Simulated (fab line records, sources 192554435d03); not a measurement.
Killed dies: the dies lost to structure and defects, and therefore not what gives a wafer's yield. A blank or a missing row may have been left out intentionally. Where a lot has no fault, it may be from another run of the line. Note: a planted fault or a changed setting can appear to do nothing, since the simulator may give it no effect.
fab line records	flow n5Finfet
[record] lots = 5	wafers = 15	lastDay = 21
route steps=1938 shown SD_EPI_N@262 BEOL_M4@1111 PASSIVATION@1936
lots untouched by any fault: they come from a run of this same line in which no faults occurred
startH: the number of hours between the record's first day and the start of the first shown wafer of the lot	waitH: hours since the lot's step before	" the same as in the row above	L1.1+2: one row covering several wafers at once	- no value, or no start given	* or withheld: withheld	< > ~ a bound
route shown NAME@n: NAME is a module with steps in the file, n the number in the route of the first one	usual: mean/standard deviation taken from wafers without a fault	same: alike in all rows	chamber/n: place in a boat	sites: readings site by site	_std_site: the standard deviation of these	_edge_site: inner sites' mean taken away from outer sites' mean	radiusMm: how far each site lies from the wafer's centre	mask NAME#n: copy n	behind: the most recent tool/chamber to have shaped the wafer	hold: what put the lot on hold/how long, in hours/how the hold closed	device: names the non-switching transistor (n, p or np)	end of line: the route-end tests of the same wafers	a step without rows: its recipe alone	killed: count of dies lost to structure and defects at first sort (not the wafer's yield)	map: a wafer's dies, x killed, . not, _ none there
set.NAME: the setting as run; set.NAME@STEP: as run at that earlier step	model.NAME: the simulator's own value behind a step, which no gauge read
lots seen at some steps along the route; tables by step, rows by wafer
services: the hour from which a tool's chamber was out of use, counted from the record's first day as startH (under 0 if before that day), plus the number of hours and why
[[steps]]
[step N5_SD_EPI_N_COAT_32]
[recipe] resist = SOC	tempC = 250	timeS = 60	spinRpm = 1500	resistThkNm = 350
[step N5_SD_EPI_N_COAT_33]
[recipe] resist = SiARC	tempC = 220	timeS = 60	spinRpm = 1500	resistThkNm = 35
[step N5_SD_EPI_N_COAT_03]
[recipe] resist = CAR-ArF-block	spinRpm = 1500	resistThkNm = 150
[step N5_SD_EPI_N_EBR_05]
[recipe] solvent = PGMEA	ebrWidthMm = 1.5
[step N5_SD_EPI_N_SOFTBAKE_04]
[recipe] tempC = 110	timeS = 60	resist = CAR-ArF-block
[step N5_SD_EPI_N_EXPOSE_06]
[recipe] maskId = SD_N_BLK	na = 1.35	sourceShape = conventional	sigmaOuter = 0.8	polarization = unpolarized	targetCdNm = 120	doseMj = 39.75
[step N5_SD_EPI_N_PEB_07]
[recipe] pebTempC = 110	pebTimeS = 60	resist = CAR-ArF-block
[step N5_SD_EPI_N_DEVELOP_08]
[recipe] developTimeS = 30	developer = TMAH	resist = CAR-ArF-block	devTempC = 23	rinseLiquid = diw	dry = airSpin
[step N5_SD_EPI_N_CD_MEAS_09]
[recipe] targetCdNm = 120	landingEnergyEv = 500	detector = seInlens
[usual] cdNm = 119.5/1.1
[same] landingEnergyEv = 500
lot.wafer	tool	chamber	startH	waitH	cdNm
L406.2	cdSem-01	0	61.77	-	121.0
L406.3	"	0	"	"	121.1
L406.5	"	0	"	"	120.7
L413.1	cdSem-03	0	104.97	-	119.2
L413.5	"	0	"	"	119.0
L413.6	"	0	"	"	118.2
L422.2	cdSem-02	0	157.77	-	122.2
L422.3	"	0	"	"	120.1
L422.5	"	0	"	"	121.6
L425.1	cdSem-02	0	175.61	-	118.9
L425.4	"	0	"	"	119.8
L425.6	"	0	"	"	118.5
L427.3	cdSem-01	0	187.26	-	121.4
L427.5	"	0	"	"	120.5
L427.6	"	0	"	"	120.6
[step N5_SD_EPI_N_OVL_MEAS_10]
[recipe] pointsPerWafer = 44
[usual] SD_N_BLK_OVL = 0.6/0.78
lot.wafer	tool	chamber	startH	waitH	SD_N_BLK_OVL[nm]
L406.2	overlay-02	0	61.80	0.0	1.0
L406.3	"	0	"	"	0.5
L406.5	"	0	"	"	0.3
L413.1	overlay-02	0	105.00	0.0	1.8
L413.5	"	0	"	"	1.5
L413.6	"	0	"	"	1.3
L422.2	overlay-01	0	157.80	0.0	1.6
L422.3	"	0	"	"	-0.2
L422.5	"	0	"	"	0.7
L425.1	overlay-01	0	175.64	0.0	0.4
L425.4	"	0	"	"	0.7
L425.6	"	0	"	"	-0.4
L427.3	overlay-01	0	187.29	0.0	0.2
L427.5	"	0	"	"	-0.3
L427.6	"	0	"	"	0.0
[step N5_SD_EPI_N_INSPECT_11]
[recipe] mode = adi	inspectInstrument = macro
[usual] rawDefectCount = 2.1/1.4
lot.wafer	tool	chamber	startH	waitH	rawDefectCount
L406.2	defectInspect-01	-	61.82	0.0	4
L406.3	"	-	"	"	1
L406.5	"	-	"	"	3
L413.1	defectInspect-01	-	105.03	0.0	3
L413.5	"	-	"	"	0
L413.6	"	-	"	"	3
L422.2	defectInspect-01	-	157.82	0.0	2
L422.3	"	-	"	"	1
L422.5	"	-	"	"	2
L425.1	defectInspect-02	-	175.66	0.0	2
L425.4	"	-	"	"	3
L425.6	"	-	"	"	3
L427.3	defectInspect-01	-	187.31	0.0	1
L427.5	"	-	"	"	1
L427.6	"	-	"	"	5
[step N5_SD_EPI_N_DESCUM_14]
[recipe] chemistry = O2	timeS = 7.9	sourcePowerW = 50	biasPowerW = 20	pressureMtorr = 20	rfFrequencyHz = 2.712e+07	tempC = 40	resist = CAR-ArF-block	o2FlowSccm = 225
[usual] drypumpMotorCurrentA = 5.6/0.56	oesProductAu = 0.78/0.086	rfVppV = 243.2/1.3	showerheadPlenumPTorr = 2.09/0.056	throttleValvePct = 20.18/0.2
lot.wafer	tool	chamber	startH	waitH	drypumpMotorCurrentA	oesProductAu	rfHoursCounterH	rfVppV	showerheadPlenumPTorr	throttleValvePct
L406.2	rieDiel-04	1	61.86	0.0	6.4	0.98	2	243.5	2.12	20.24
L406.3	"	3	"	"	6.5	0.74	176	245.6	2.19	20.23
L406.5	"	3	"	"	6.5	0.75	-	244.0	2.19	20.23
L413.1	rieDiel-05	3	105.06	0.0	5.3	0.65	250	242.1	2.05	20.46
L413.5	"	3	"	"	5.2	0.65	-	243.2	2.05	20.47
L413.6	"	2	"	"	5.4	0.78	-	243.8	2.09	19.92
L422.2	rieDiel-05	3	157.86	0.0	5.3	0.96	10	241.9	2.05	20.07
L422.3	"	1	"	"	6.4	0.90	28	242.4	2.04	19.93
L422.5	"	2	"	"	5.4	0.77	-	243.6	2.09	19.95
L425.1	rieDiel-04	1	175.69	0.0	6.4	0.89	30	244.1	2.11	20.27
L425.4	"	0	"	"	5.7	0.68	223	242.0	2.07	20.26
L425.6	"	1	"	"	6.3	0.89	-	243.1	2.11	20.27
L427.3	rieDiel-01	1	187.34	0.0	5.0	0.74	160	243.9	2.19	20.41
L427.5	"	2	"	"	5.2	0.67	-	241.6	2.00	20.36
L427.6	"	1	"	"	5.0	0.73	-	243.9	2.19	20.40
[step N5_SD_EPI_N_ETCH_34]
[recipe] chemistry = CF4	target = SiARC	targetDepthA = 455	maskMaterial = CAR-ArF-block	timeS = 75.8	ionEnergyEv = 80	pressureMtorr = 40	sourceW = 545	biasW = 36	Ar_flow_sccm = 100	cf4FlowSccm = 100	ends = cleared
[usual] drypumpMotorCurrentA = 5.6/0.56	etchRfOnTimeS = 76.6/2.2	oesProductAu = 0.67/0.07	rfVppV = 184.1/1	showerheadPlenumPTorr = 2.15/0.047	throttleValvePct = 15.43/0.17
lot.wafer	tool	chamber	startH	waitH	drypumpMotorCurrentA	etchRfOnTimeS	oesProductAu	rfHoursCounterH	rfVppV	showerheadPlenumPTorr	throttleValvePct
L406.2	rieDiel-04	1	61.89	0.0	6.4	74.0	0.83	2	184.8	2.19	15.47
L406.3	"	3	"	"	6.5	74.4	0.64	176	184.8	2.21	15.41
L406.5	"	3	"	"	6.5	74.0	0.63	-	185.2	2.21	15.42
L413.1	rieDiel-05	3	105.10	0.0	5.2	79.8	0.55	250	184.3	2.12	15.82
L413.5	"	3	"	"	5.2	78.2	0.55	-	183.5	2.12	15.82
L413.6	"	2	"	"	5.4	73.8	0.68	-	184.2	2.17	15.30
L422.2	rieDiel-05	3	157.89	0.0	5.2	78.2	0.80	10	183.9	2.11	15.33
L422.3	"	1	"	"	6.4	117.8	0.65	28	182.0	2.11	15.25
L422.5	"	2	"	"	5.4	74.4	0.66	-	183.6	2.16	15.33
L425.1	rieDiel-04	1	175.73	0.0	6.3	75.4	0.77	30	183.8	2.18	15.53
L425.4	"	0	"	"	5.7	77.4	0.58	223	183.3	2.13	15.63
L425.6	"	1	"	"	6.4	75.3	0.75	-	185.2	2.18	15.54
L427.3	rieDiel-01	1	187.38	0.0	5.1	77.5	0.63	160	185.8	2.21	15.49
L427.5	"	2	"	"	5.2	75.5	0.60	-	182.4	2.04	15.57
L427.6	"	1	"	"	5.0	77.8	0.63	-	182.5	2.21	15.52
[step N5_SD_EPI_N_ETCH_35]
[recipe] chemistry = N2/H2	target = SOC	overetchA = 1080	maskMaterial = SiARC	tempC = 40	ionEnergyEv = 100	sourceW = 3000	biasW = 133	pressureMtorr = 20	timeS = 486	n2FlowSccm = 200	h2FlowSccm = 200
[usual] drypumpMotorCurrentA = 5.6/0.56	h2FlowSccm = 200.1/0.6	n2FlowSccm = 200.0/0.61	oesProductAu = 0.70/0.071	rfVppV = 240.6/1.3	showerheadPlenumPTorr = 2.55/0.075	throttleValvePct = 23.5/0.31
lot.wafer	tool	chamber	startH	waitH	drypumpMotorCurrentA	h2FlowSccm	n2FlowSccm	oesProductAu	rfHoursCounterH	rfVppV	showerheadPlenumPTorr	throttleValvePct
L406.2	rieDiel-04	1	61.95	0.0	6.4	199.9	199.5	0.86	2	240.8	2.62	23.9
L406.3	"	3	"	"	6.5	199.2	200.5	0.66	177	242.3	2.62	23.3
L406.5	"	3	"	"	6.6	200.1	200.2	0.66	-	243.1	2.62	23.3
L413.1	rieDiel-05	3	105.15	0.0	5.3	200.1	198.8	0.59	250	238.9	2.49	24.0
L413.5	"	3	"	"	5.3	200.1	200.1	0.59	-	240.6	2.49	23.9
L413.6	"	2	"	"	5.4	200.2	198.8	0.70	-	240.6	2.54	23.3
L422.2	rieDiel-05	3	157.95	0.0	5.3	200.1	199.9	0.86	10	240.0	2.49	23.6
L422.3	"	1	"	"	6.4	199.0	199.9	0.79	28	239.9	2.49	23.4
L422.5	"	2	"	"	5.4	200.8	200.0	0.69	-	240.0	2.54	23.3
L425.1	rieDiel-04	1	175.79	0.0	6.3	200.2	200.0	0.79	31	241.2	2.61	24.0
L425.4	"	0	"	"	5.7	199.4	200.6	0.62	224	239.8	2.48	23.2
L425.6	"	1	"	"	6.4	199.8	200.3	0.79	-	239.4	2.61	24.0
L427.3	rieDiel-01	1	187.43	0.0	5.0	200.1	200.4	0.67	160	242.2	2.69	24.2
L427.5	"	2	"	"	5.2	199.0	201.1	0.63	-	239.2	2.39	23.3
L427.6	"	1	"	"	5.0	199.1	200.4	0.67	-	241.1	2.69	24.2
[step N5_BEOL_M4_RC_MEAS_101]
[usual] DIBL_N = 37.1/2.6	DIBL_P = 38/3	IOFF_N = 0.18/0.052	IOFF_P = 0.25/0.06	ION_N = 678/15	ION_P = 467/8.6	SS_N = 71.7/0.73	SS_P = 73.7/0.89	VT_N = 249/4.3	VT_P = -248/3.8
lot.wafer	tool	chamber	startH	waitH	DIBL_N[mV/V]	DIBL_P[mV/V]	IOFF_N[nA/um]	IOFF_P[nA/um]	ION_N[uA/um]	ION_P[uA/um]	SS_N[mV/dec]	SS_P[mV/dec]	VT_N[mV]	VT_P[mV]
L406.2	prober-02	0	245.45	0.2	35.9	34	0.14	0.21	677	468	71.3	71.9	248	-247
L406.3	"	0	"	"	38.3	38	0.20	0.26	692	473	71.8	73.7	243	-246
L406.5	"	0	"	"	39.2	37	0.22	0.27	700	475	72.1	73.9	244	-244
L413.1	prober-01	0	283.30	0.0	37.1	36	0.14	0.20	666	460	72.2	73.3	255	-252
L413.5	"	0	"	"	43.6	45	0.32	0.39	697	470	73.7	75.6	241	-243
L413.6	"	0	"	"	37.1	38	0.17	0.23	691	476	71.6	72.9	247	-250
L422.2	prober-01	0	351.94	0.8	35.3	37	0.18	0.23	704	474	71.6	73.5	243	-247
L422.3	"	0	"	"	32.0	32	0.11	0.16	660	456	71.2	72.2	256	-254
L422.5	"	0	"	"	34.2	35	0.13	0.21	650	457	70.8	72.7	253	-251
L427.3	prober-02	0	375.66	0.3	38.1	39	0.22	0.27	683	469	72.4	74.3	245	-249
L427.5	"	0	"	"	37.7	40	0.22	0.29	690	468	72.2	74.0	245	-247
L427.6	"	0	"	"	40.0	42	0.27	0.34	699	472	72.8	74.7	242	-242
L425.1	prober-01	0	402.57	0.0	39.9	41	0.24	0.31	703	485	71.7	75.0	244	-243
L425.4	"	0	"	"	39.5	41	0.23	0.29	687	474	72.1	74.5	246	-246
L425.6	"	0	"	"	39.4	39	0.21	0.24	687	469	71.5	74.3	248	-248
[step N5_PASSIVATION_PROBE_49]
[usual] defectLimitedYield = 91.4/1.4	killed_at_M0_to_M3 = 34/9.1	killed_at_M4_up = 14/5.2	killedAtContacts = 12/6.4	killedAtFrontEnd = 38/11	killedAtOther = 3.7/2.8	killedDies = 102/17	killedOpen = 68/13	killedShort = 32/7.8	sort_bin_4_leakage = 0.05/0.3	sort_bin_5_function = 5.1/1	sort_bin_6_memory = 3.2/0.66	sort_bin_8_speed = 0.1/0.92	sortNPass = 1076/19	sortYieldPct = 91.2/1.6
[same] grossDies = 1180	killedAtBackSide = 0
lot.wafer	tool	chamber	startH	waitH	defectLimitedYield[%]	killed_at_M0_to_M3	killed_at_M4_up	killedAtContacts	killedAtFrontEnd	killedAtOther	killedDies	killedOpen	killedShort	sort_bin_4_leakage[%]	sort_bin_5_function[%]	sort_bin_6_memory[%]	sort_bin_8_speed[%]	sortNPass	sortYieldPct[%]
L425.1	prober-02	-	508.63	0.0	93.1	26	4	13	26	13	82	53	29	0	4.2	2.5	0	1098	93.1
L425.4	prober-02	-	508.78	0.2	90.6	26	16	5	57	7	111	67	44	0	5.4	3.5	0	1069	90.6
L425.6	prober-02	-	508.88	0.3	91.4	24	20	8	42	7	101	68	33	0	4.6	3.7	0	1079	91.4
// killed by level:class
L425.1 MOL_CONTACT_COAG:geometricParticle:open=8 PAD_METAL:geometricParticle:open=7 DUMMY_GATE:geometricParticle:open=6 BEOL_M0_SAQP:geometricParticle:short=6 PAD_METAL:geometricParticle:short=6 FIN_SAQP:geometricParticle:open=5 MOL_CONTACT_COAG:geometricParticle:short=5 BEOL_M0_SAQP:geometricParticle:open=4
L425.4 DUMMY_GATE:geometricParticle:open=12 GATE_CUT:geometricParticle:short=9 FIN_SAQP:geometricParticle:short=8 BEOL_M3:geometricParticle:open=8 FIN_SAQP:geometricParticle:open=5 STI_FIN_REVEAL:geometricParticle:open=5 BEOL_M1:geometricParticle:open=5 BEOL_M5:geometricParticle:open=5
L425.6 FIN_SAQP:geometricParticle:open=12 BEOL_M4:geometricParticle:open=9 FIN_SAQP:geometricParticle:short=8 DUMMY_GATE:geometricParticle:open=7 BEOL_M5:geometricParticle:open=6 BEOL_M3:geometricParticle:open=6 MOL_CONTACT_COAG:geometricParticle:open=5 BEOL_M0_SAQP:geometricParticle:short=5
[[services]]
tool	chamber	startH	hours	kind
rieDiel-04	1	39.67	-	clean
rieDiel-04	1	39.67	-	consumableReplace:focusRing
rieDiel-04	1	39.67	17.4	scheduledDown
rieDiel-04	1	39.67	17.4	ventCycle
rieDiel-05	-	48.53	14.6	pm
rieDiel-05	3	105.73	-	clean
rieDiel-05	3	105.73	-	consumableReplace:focusRing
rieDiel-01	1	110.94	3.2	repair
rieDiel-01	-	123.84	1.0	repair
rieDiel-04	0	130.04	8.7	repair
rieDiel-01	-	147.93	0.5	repair
rieDiel-05	-	177.06	2.8	pm
[[key]]
[firstSign] step = N5_SD_EPI_N_ETCH_34	reading = etchRfOnTimeS	direction = up	sigmas = 19	usual = *	struck = *
effect none on later readings
metAt N5_SD_EPI_N_ETCH_34
struckWafers L422.3
[fault] kind = processParameterDrift	tool = rieDiel-05	chamber = 1	onsetH = 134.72	steps = N5_SD_EPI_N_ETCH_34	channel = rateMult	offset = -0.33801	shape = step	endH = 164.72
